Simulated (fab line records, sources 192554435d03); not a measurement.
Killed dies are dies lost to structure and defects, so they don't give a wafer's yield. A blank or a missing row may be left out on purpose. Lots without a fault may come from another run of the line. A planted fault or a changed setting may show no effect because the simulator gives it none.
Split-lot experiment | flow n5_finfet | 7 lots, 21 wafers read, on a route of 1938 steps

THE SPLIT
At N5_BEOL_M1_COAT_61 (time 60 s, resist thk 60 nm), the setting spin_rpm was moved away from the recipe's 1500 rpm on 7 of the 21 wafers read, by -8.4% to +9.3%. The other wafers ran this setting at the recipe's value.

FROM THE SPLIT TO THE READING: what the file shows between them, 8 steps
- N5_BEOL_M1_COAT_62: time 60 s, resist thk 12 nm
- N5_BEOL_M1_COAT_73: time 60 s, resist thk 5 nm
- N5_BEOL_M1_ETCH_74: etches underlayer in N2/H2, target depth 6.5 nm, time 5.2 s
- N5_BEOL_M1_ETCH_63: etches SiARC in CF4, target depth 15.6 nm, time 26 s
- N5_BEOL_M1_ETCH_64: etches SOC in N2/H2, target depth 75 nm, overetch 15 nm, time 112.5 s
- N5_BEOL_M1_STRIP_65: strips in N2/H2
- N5_BEOL_M1_STRIP_75: strips in N2/H2
- N5_BEOL_M1_STRIP_66: strips in CF4

THE READING
SOC_of_BEOL_M1_COAT_61.thk_nm (the simulator's own value, which no gauge read), in nm, at N5_BEOL_M1_HM_OPEN_17 (chemistry Cl2/BCl3, target TiN, target depth 20 nm, overetch 6 nm). The file gives no usual value for it. The 14 wafers here that ran the recipe average 51.9 nm, standard deviation 0.2 nm.

wafer  | tool, chamber at the split | spin_rpm as run, rpm | against the recipe | SOC_of_BEOL_M1_COAT_61.thk_nm, nm | against lot-mates on the recipe
L075.1 | litho_track-02, 0          | 1449                 | -3.4%              | 53                                | +1.0
L075.4 | litho_track-02, 0          | 1500                 | recipe             | 52                                | -
L075.5 | litho_track-02, 0          | 1449                 | -3.4%              | 53.2                              | +1.2
L079.4 | litho_track-04, 0          | 1374                 | -8.4%              | 54.6                              | +2.6
L079.6 | litho_track-04, 0          | 1374                 | -8.4%              | 54.6                              | +2.6
L079.5 | litho_track-04, 0          | 1500                 | recipe             | 52                                | -
L085.2 | litho_track-05, 0          | 1500                 | recipe             | 51.8                              | -
L085.3 | litho_track-05, 0          | 1500                 | recipe             | 52                                | -
L085.6 | litho_track-05, 0          | 1450                 | -3.3%              | 53.4                              | +1.5
L092.2 | litho_track-05, 0          | 1639                 | +9.3%              | 49.4                              | -2.6
L092.3 | litho_track-05, 0          | 1639                 | +9.3%              | 49.6                              | -2.4
L092.4 | litho_track-05, 0          | 1500                 | recipe             | 52                                | -
L093.4 | litho_track-02, 0          | 1500                 | recipe             | 52.2                              | -
L093.6 | litho_track-02, 0          | 1500                 | recipe             | 52.2                              | -
L093.5 | litho_track-02, 0          | 1500                 | recipe             | 52                                | -
L095.1 | litho_track-05, 0          | 1500                 | recipe             | 51.6                              | -
L095.4 | litho_track-05, 0          | 1500                 | recipe             | 51.6                              | -
L095.5 | litho_track-05, 0          | 1500                 | recipe             | 51.6                              | -
L097.2 | litho_track-05, 0          | 1500                 | recipe             | 51.8                              | -
L097.3 | litho_track-05, 0          | 1500                 | recipe             | 51.8                              | -
L097.5 | litho_track-05, 0          | 1500                 | recipe             | 52                                | -

THE FIT
A straight line over all 21 wafers: SOC_of_BEOL_M1_COAT_61.thk_nm changes by -0.294 nm for each +1% of spin_rpm; r = -0.98; the points scatter about the line by 0.24 nm.
The same after taking each lot's own level away (the mean of its wafers on the recipe; 21 wafers): -0.294 nm for each +1%; r = -0.99; scatter 0.15 nm.
On that fit, the largest move of spin_rpm shifts the reading by 2.7 nm.
The lots' own levels span 51.60 to 52.13 nm, that is 2.7 times the standard deviation above.
So the lot-to-lot level changes the slope little: the two slopes agree.
Check: with one of the wafers moved furthest among these (+9.3%) left out of the fit, the line predicts -2.68 nm for it against its lot-mates. It came out at -2.6 nm against them.

OTHER SPLITS ON THESE WAFERS
These wafers also went through other splits before the reading. Each is held against what the fit with the lots' levels taken away leaves over:
other split on the same wafers    | wafers away from the commonest value | r with SOC_of_BEOL_M1_COAT_61.thk_nm (lot level and that fit taken away)
N5_BEOL_M0_SAQP_PEB_12 peb_time_s | 5                                    | -0.30
N5_BEOL_M1_PECVD_72 temp_c        | 7                                    | -0.23

THE WHOLE CHAIN: every reading that the file lists as answering this split, in the file's order
step                  | what it does                                                          | reading                                                                        | change (the file's fit)               | r (the file's)
N5_BEOL_M1_COAT_61    | time 60 s, resist thk 60 nm                                           | SOC_of_BEOL_M1_COAT_61.thk_nm (the simulator's own value, which no gauge read) | -0.317 nm for each +1% of the setting | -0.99
N5_BEOL_M1_ETCH_64    | etches SOC in N2/H2, target depth 75 nm, overetch 15 nm, time 112.5 s | etch.depth_nm (the simulator's own value, which no gauge read)                 | -0.31 nm for each +1% of the setting  | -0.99
N5_BEOL_M1_HM_OPEN_17 | chemistry Cl2/BCl3, target TiN, target depth 20 nm, overetch 6 nm     | SOC_of_BEOL_M1_COAT_61.thk_nm (the simulator's own value, which no gauge read) | -0.3 nm for each +1% of the setting   | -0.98

THE FILE'S OWN FIT
SOC_of_BEOL_M1_COAT_61.thk_nm changes by -0.3 nm for each +1% of spin_rpm, r = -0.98.
